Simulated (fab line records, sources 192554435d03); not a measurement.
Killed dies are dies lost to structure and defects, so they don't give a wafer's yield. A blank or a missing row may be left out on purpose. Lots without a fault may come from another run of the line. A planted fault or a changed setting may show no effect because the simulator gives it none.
Chamber matching | flow n5_finfet | N5_BEOL_M0_SAQP_ILD_DEP_01 on pecvd-02: 3 sister chambers
The step deposits SiOC from DEMS/O2, target thk 45.419 nm, time 8.7 s. 3 wafers are shown with their chamber, then 7 later ones without.

WAFERS WITH THEIR CHAMBER
wafer  | chamber | throttle_valve_pct (%)
L085.5 | 0       | 13.2
L089.1 | 2       | 11.6
L089.2 | 1       | 13.1

WAFERS WITHOUT THEIR CHAMBER
wafer  | throttle_valve_pct (%)
L089.6 | 11.6
L090.1 | 13.0
L090.2 | 11.9
L090.4 | 11.5
L092.1 | 11.6
L092.3 | 12.9
L092.4 | 11.6

WHICH CHAMBER EACH WENT THROUGH
wafer  | from the rows above     | in truth
L089.6 | 2                       | 2
L090.1 | can't be placed: 1 or 0 | 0
L090.2 | 2                       | 2
L090.4 | 2                       | 2
L092.1 | 2                       | 2
L092.3 | can't be placed: 1 or 0 | 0
L092.4 | 2                       | 2
Placed correctly: 5 of 7. Can't be placed from these rows: 2 (the true chamber is among the candidates in 2). Placed wrongly: 0.
How it was worked out, from the rows above alone: a wafer's distance from a chamber is the root of the sum, over the readings, of the square of ((its reading less the chamber's mean) divided by the reading's scatter). The wafer belongs to the nearest chamber; if the next one is less than 2 further off, it can't be placed. A chamber's mean is the mean of its shown wafers. The scatter: with one shown wafer a chamber, the root of the mean of the squares of how far each hidden wafer lies from its nearest shown one.
